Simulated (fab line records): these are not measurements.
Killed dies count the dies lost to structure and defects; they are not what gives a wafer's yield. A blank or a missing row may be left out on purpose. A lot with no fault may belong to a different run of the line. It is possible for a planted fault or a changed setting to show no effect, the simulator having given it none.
Matching of chambers ; flow nand harc ; NHARC_A_CHANNEL_FILL_D2_ETCHBACK_19 on rie si-02 has 4 sister chambers
The step etches the open film in HBr/Cl2, target depth 5 nm, time 1.7 s. 8 wafers are shown with their chamber, then 7 later ones without.

## WAFERS WITH THEIR CHAMBER
wafer;chamber;drypump motor current A (A);he backside leak sccm (sccm)
L074.1;0;5.5;2.8
L074.5;2;5.8;2.9
L078.4;2;5.7;2.9
L081.5;3;5.6;3.0
L081.6;0;5.5;2.9
L083.2;3;5.6;2.9
L084.3;1;5.1;2.5
L084.5;1;5.1;2.6

## WAFERS WHOSE CHAMBER IS MISSING
wafer;drypump motor current A (A);he backside leak sccm (sccm)
L084.6;5.7;2.8
L089.1;5.8;3.0
L089.4;5.5;2.8
L089.5;5.5;2.9
L094.1;5.6;2.8
L094.2;5.5;2.7
L094.5;5.7;2.9

## CHAMBER TAKEN BY EACH
wafer;from the rows above;in truth
L084.6;can't be placed: 2 or 3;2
L089.1;2;2
L089.4;0;0
L089.5;0;0
L094.1;can't be placed: 3 or 0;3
L094.2;0;0
L094.5;can't be placed: 2 or 3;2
Placed correctly: 4 of 7. Not placeable from these rows: 3 (in 3, the candidates include the true chamber). Placed wrongly: 0.
How it was worked out, from the rows above alone: a wafer's distance from a chamber is the root of the sum, over the readings, of the square of ((its reading less the chamber's mean) divided by the reading's scatter). The wafer belongs to the nearest chamber; if the next one is less than 2 further off, it can't be placed. The mean given for a chamber averages the wafers shown for that chamber. The scatter is the square root of a quotient: the sum, over the shown wafers, of each reading's squared deviation from its chamber's mean, divided by wafers minus chambers.
